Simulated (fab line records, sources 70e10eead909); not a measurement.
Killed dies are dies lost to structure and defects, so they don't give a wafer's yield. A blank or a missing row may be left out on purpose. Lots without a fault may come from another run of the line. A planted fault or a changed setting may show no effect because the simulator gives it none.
Which tool did it? | flow nand_harc | 24 lots, 72 wafers sampled, at 6 steps of a route of 1159

WHAT THE GAUGES READ, wafer by wafer
NHARC_A_M1_OVL_MEAS_10: pitch 240 nm.
lot  | measured     | on         | overlay_x_nm (nm) | overlay_y_nm (nm)
L074 | day 18 02:34 | overlay-02 | -1.2 -0.9 -0.4    | -0.1 0.8 0.4
L078 | day 18 04:12 | overlay-02 | -0.6 -0.5 -0.8    | -1.0 -1.3 -0.2
L075 | day 18 04:49 | overlay-02 | -0.7 -1.2 -0.8    | 0.8 1.1 0.5
L076 | day 18 07:55 | overlay-01 | 0.5 0.5 0.4       | -0.4 -0.1 -0.4
L077 | day 19 00:14 | overlay-02 | 1.7 1.7 0.9       | 0.2 0.8 0.4
L079 | day 19 01:18 | overlay-02 | -0.4 -0.4 -0.3    | 0.5 0.5 0.8
L081 | day 19 05:45 | overlay-01 | 0.7 0.7 1.0       | -0.6 0.2 -0.6
L080 | day 19 13:36 | overlay-02 | 1.0 0.5 1.0       | 0.0 -0.4 -0.7
L082 | day 20 08:49 | overlay-02 | 0.4 0.3 0.7       | -0.4 -0.6 -0.3
L084 | day 20 11:31 | overlay-01 | -1.2 -0.9 -0.6    | -0.7 -1.0 -1.1
L083 | day 20 11:55 | overlay-01 | -1.5 -1.8 -1.7    | -1.0 -0.7 -1.0
L088 | day 21 14:25 | overlay-02 | -1.2 -1.5 -0.8    | 0.5 0.5 0.2
L086 | day 21 23:11 | overlay-02 | -0.9 -1.7 -0.5    | 0.4 0.1 0.4
L087 | day 21 23:39 | overlay-01 | 0.1 0.0 0.4       | -0.2 0.1 0.3
L085 | day 22 04:47 | overlay-01 | 0.0 0.5 0.2       | -0.2 -0.3 -0.4
L090 | day 22 05:23 | overlay-02 | 1.7 0.3 1.2       | 1.8 1.1 1.4
L093 | day 22 07:34 | overlay-01 | 0.2 0.5 0.2       | 0.6 -0.4 -0.4
L091 | day 22 12:57 | overlay-02 | -1.0 -0.8 -0.2    | 0.0 -0.6 0.1
L095 | day 22 14:55 | overlay-02 | -0.8 0.2 -0.4     | -0.4 -0.3 -0.3
L092 | day 23 01:04 | overlay-01 | -0.7 0.0 0.5      | 1.3 0.5 1.0
L089 | day 23 01:17 | overlay-01 | 0.4 -0.1 0.0      | -0.2 0.0 -0.4
L094 | day 23 04:09 | overlay-02 | 0.5 0.4 -0.1      | -0.2 -0.6 -0.6
L097 | day 23 09:24 | overlay-01 | 0.8 0.7 0.9       | -0.8 -0.5 -1.0
L096 | day 23 09:41 | overlay-02 | -0.3 -0.5 -0.1    | -0.3 -0.2 -0.5

NHARC_A_M1_INSPECT_11.
lot  | measured     | on                | raw_defect_count
L074 | day 18 02:35 | defect_inspect-02 | 26 22 16
L078 | day 18 04:14 | defect_inspect-02 | 35 41 34
L075 | day 18 04:51 | defect_inspect-01 | 14 11 8
L076 | day 18 07:57 | defect_inspect-01 | 21 19 25
L077 | day 19 00:16 | defect_inspect-02 | 7 11 8
L079 | day 19 01:20 | defect_inspect-02 | 44 43 24
L081 | day 19 05:47 | defect_inspect-02 | 18 13 14
L080 | day 19 13:38 | defect_inspect-02 | 32 26 25
L082 | day 20 08:52 | defect_inspect-01 | 20 25 16
L084 | day 20 11:34 | defect_inspect-01 | 15 19 16
L083 | day 20 11:58 | defect_inspect-02 | 45 42 42
L088 | day 21 14:27 | defect_inspect-02 | 30 32 33
L086 | day 21 23:14 | defect_inspect-01 | 10 15 15
L087 | day 21 23:41 | defect_inspect-01 | 42 43 39
L085 | day 22 04:49 | defect_inspect-02 | 28 30 35
L090 | day 22 05:26 | defect_inspect-02 | 58 51 51
L093 | day 22 07:37 | defect_inspect-02 | 22 16 14
L091 | day 22 12:59 | defect_inspect-02 | 15 17 21
L095 | day 22 14:57 | defect_inspect-02 | 44 32 27
L092 | day 23 01:07 | defect_inspect-01 | 53 59 56
L089 | day 23 01:20 | defect_inspect-02 | 24 31 31
L094 | day 23 04:11 | defect_inspect-01 | 62 45 52
L097 | day 23 09:26 | defect_inspect-02 | 28 19 20
L096 | day 23 09:43 | defect_inspect-02 | 44 55 40

WHICH TOOL RAN EACH LOT (tool, then ch and the chambers of the sampled wafers, then the start)
lot  | NHARC_A_CONTACT_ETCH_130             | NHARC_A_CONTACT_ETCH_132             | NHARC_A_CONTACT_ETCH_139             | NHARC_A_CONTACT_ALD_18
L074 | har_cap_etch-03 ch 0,1, day 17 02:47 | har_cap_etch-03 ch 0,1, day 17 03:04 | har_cap_etch-03 ch 0,1, day 17 08:46 | ald_metal-03 ch 0,1,2, day 17 10:26
L078 | har_cap_etch-01 ch 0,1, day 17 03:29 | har_cap_etch-01 ch 0,1, day 17 03:46 | har_cap_etch-01 ch 0,1, day 17 11:05 | ald_metal-02 ch 0,1,2, day 17 13:11
L075 | har_cap_etch-02 ch 0,1, day 17 06:56 | har_cap_etch-02 ch 0,1, day 17 07:13 | har_cap_etch-02 ch 0,1, day 17 13:10 | ald_metal-01 ch 0,1, day 17 14:44
L076 | har_cap_etch-03 ch 0,1, day 17 13:41 | har_cap_etch-03 ch 0,1, day 17 13:59 | har_cap_etch-02 ch 0,1, day 17 19:42 | ald_metal-03 ch 2, day 17 21:14
L077 | har_cap_etch-01 ch 0,1, day 17 21:49 | har_cap_etch-01 ch 0,1, day 17 22:05 | har_cap_etch-01 ch 1, day 18 07:17   | ald_metal-02 ch 1,2,3, day 18 08:56
L079 | har_cap_etch-03 ch 0,1, day 18 02:53 | har_cap_etch-03 ch 0,1, day 18 03:11 | har_cap_etch-03 ch 0,1, day 18 09:52 | ald_metal-02 ch 0,1,3, day 18 11:35
L081 | har_cap_etch-01 ch 0,1, day 18 10:58 | har_cap_etch-01 ch 0,1, day 18 11:14 | har_cap_etch-01 ch 0,1, day 18 17:04 | ald_metal-02 ch 0,2,3, day 18 19:02
L080 | har_cap_etch-02 ch 0,1, day 18 16:19 | har_cap_etch-02 ch 0,1, day 18 16:37 | har_cap_etch-01 ch 0,1, day 19 01:30 | ald_metal-03 ch 1,2,3, day 19 03:10
L082 | har_cap_etch-03 ch 0,1, day 19 03:26 | har_cap_etch-03 ch 0,1, day 19 03:43 | har_cap_etch-03 ch 0,1, day 19 10:35 | ald_metal-02 ch 0,1,3, day 19 12:17
L084 | har_cap_etch-02 ch 0,1, day 19 05:55 | har_cap_etch-02 ch 0,1, day 19 06:11 | har_cap_etch-02 ch 0,1, day 19 11:56 | ald_metal-02 ch 0,2,3, day 19 13:38
L083 | har_cap_etch-01 ch 0,1, day 19 06:40 | har_cap_etch-01 ch 0,1, day 19 06:58 | har_cap_etch-01 ch 0,1, day 19 13:30 | ald_metal-01 ch 0,3, day 19 15:05
L088 | har_cap_etch-03 ch 0,1, day 20 10:25 | har_cap_etch-03 ch 0,1, day 20 10:43 | har_cap_etch-01 ch 0,1, day 20 19:14 | ald_metal-02 ch 1,2,3, day 20 20:48
L086 | har_cap_etch-02 ch 0,1, day 20 11:07 | har_cap_etch-02 ch 0,1, day 20 11:23 | har_cap_etch-03 ch 0,1, day 20 19:28 | ald_metal-01 ch 0,1,2, day 20 22:29
L087 | har_cap_etch-03 ch 0,1, day 20 17:16 | har_cap_etch-03 ch 0,1, day 20 17:33 | har_cap_etch-02 ch 0,1, day 21 00:08 | ald_metal-03 ch 0,2,3, day 21 01:41
L085 | har_cap_etch-03 ch 0,1, day 21 00:46 | har_cap_etch-03 ch 0,1, day 21 01:04 | har_cap_etch-02 ch 0,1, day 21 10:20 | ald_metal-02 ch 0,3, day 21 12:37
L090 | har_cap_etch-01 ch 0,1, day 21 04:04 | har_cap_etch-01 ch 0,1, day 21 04:21 | har_cap_etch-02 ch 0,1, day 21 13:50 | ald_metal-03 ch 1,2,3, day 21 15:34
L093 | har_cap_etch-01 ch 0,1, day 21 07:37 | har_cap_etch-01 ch 0,1, day 21 07:53 | har_cap_etch-03 ch 0,1, day 21 19:01 | ald_metal-02 ch 0,1,2, day 21 20:35
L091 | har_cap_etch-03 ch 1, day 21 16:46   | har_cap_etch-03 ch 1, day 21 17:03   | har_cap_etch-03 ch 0,1, day 22 00:48 | ald_metal-01 ch 0,3, day 22 02:31
L095 | har_cap_etch-01 ch 1, day 21 18:08   | har_cap_etch-01 ch 1, day 21 18:25   | har_cap_etch-02 ch 0,1, day 22 02:53 | ald_metal-02 ch 0,1,2, day 22 04:44
L092 | har_cap_etch-02 ch 0,1, day 21 23:55 | har_cap_etch-02 ch 0,1, day 22 00:11 | har_cap_etch-03 ch 0, day 22 08:52   | ald_metal-01 ch 0,1,3, day 22 10:36
L089 | har_cap_etch-01 ch 0,1, day 22 01:17 | har_cap_etch-01 ch 0,1, day 22 01:34 | har_cap_etch-02 ch 0, day 22 10:01   | ald_metal-02 ch 0,3, day 22 11:37
L094 | har_cap_etch-01 ch 0,1, day 22 04:55 | har_cap_etch-01 ch 0,1, day 22 05:12 | har_cap_etch-02 ch 0,1, day 22 11:20 | ald_metal-03 ch 0,1, day 22 13:01
L097 | har_cap_etch-01 ch 0,1, day 22 09:30 | har_cap_etch-01 ch 0,1, day 22 09:47 | har_cap_etch-02 ch 0,1, day 22 17:07 | ald_metal-03 ch 1,2, day 22 19:01
L096 | har_cap_etch-03 ch 0,1, day 22 11:19 | har_cap_etch-03 ch 0,1, day 22 11:35 | har_cap_etch-03 ch 0,1, day 22 18:22 | ald_metal-01 ch 0,1,3, day 22 19:58
- NHARC_A_CONTACT_ETCH_130: etches the open film in C4F8/O2/Ar, time 155 s, target depth 956 nm.
- NHARC_A_CONTACT_ETCH_132: etches the open film in C4F8/O2/Ar, time 156 s, target depth 958 nm.
- NHARC_A_CONTACT_ETCH_139: etches the open film in C4F8/O2/Ar, time 137 s, target depth 590 nm.
- NHARC_A_CONTACT_ALD_18: deposits TiN, target thk 3 nm, pulse time 1 s, ald cycles 150.

WHAT THE TOOLS THEMSELVES READ (means of the sampled wafers that have a number; where no wafer has one, the mark that the record gives instead)
NHARC_A_CONTACT_ALD_18.
lot  | tool         | heater_power_w (W) | precursor_pulse_height_rel
L074 | ald_metal-03 | 1122               | 0.986
L078 | ald_metal-02 | 1095               | 1.001
L075 | ald_metal-01 | 980                | 1.004
L076 | ald_metal-03 | 1097               | 1.004
L077 | ald_metal-02 | 1028               | 0.997
L079 | ald_metal-02 | 1062               | 0.992
L081 | ald_metal-02 | 951                | 1.002
L080 | ald_metal-03 | 1079               | 0.987
L082 | ald_metal-02 | 1071               | 0.984
L084 | ald_metal-02 | 947                | 1.034
L083 | ald_metal-01 | 948                | 1.025
L088 | ald_metal-02 | 1029               | 1.017
L086 | ald_metal-01 | 999                | 0.992
L087 | ald_metal-03 | 1109               | 1.001
L085 | ald_metal-02 | 929                | 0.999
L090 | ald_metal-03 | 1082               | 1.007
L093 | ald_metal-02 | 1083               | 0.997
L091 | ald_metal-01 | 971                | 0.989
L095 | ald_metal-02 | 1091               | 1.012
L092 | ald_metal-01 | 978                | 1.017
L089 | ald_metal-02 | 964                | 1.021
L094 | ald_metal-03 | 1151               | 1.001
L097 | ald_metal-03 | 1118               | 0.988
L096 | ald_metal-01 | 991                | 1.009

THE ANSWER, worked out from the rows above alone
Rule: what is usual is taken from the lots themselves. Put in order of their means at a reading, lots are off if they are a third of the lots or fewer, leave a main group of 4 or more, and stand apart from it by a gap of 3 or more times the standard deviation of the main group's means; of several such gaps the widest counts. A main group whose means are all the same, to the digits that the tables above print for the reading, isn't used. A lot without any number at a reading at which 4 lots or more have one is off too. The other lots that the step has rows for count as sound. The gauges are gone through in route order, then the tools' own readings, and for those a lot's mean is taken as printed above. The first step at which some lot is off is used, and at that step the reading that is off furthest; a lot without a number counts as furthest.
No lot is off at any reading shown: from this, nothing can be told.

WHAT THE SIMULATOR HAD PUT IN
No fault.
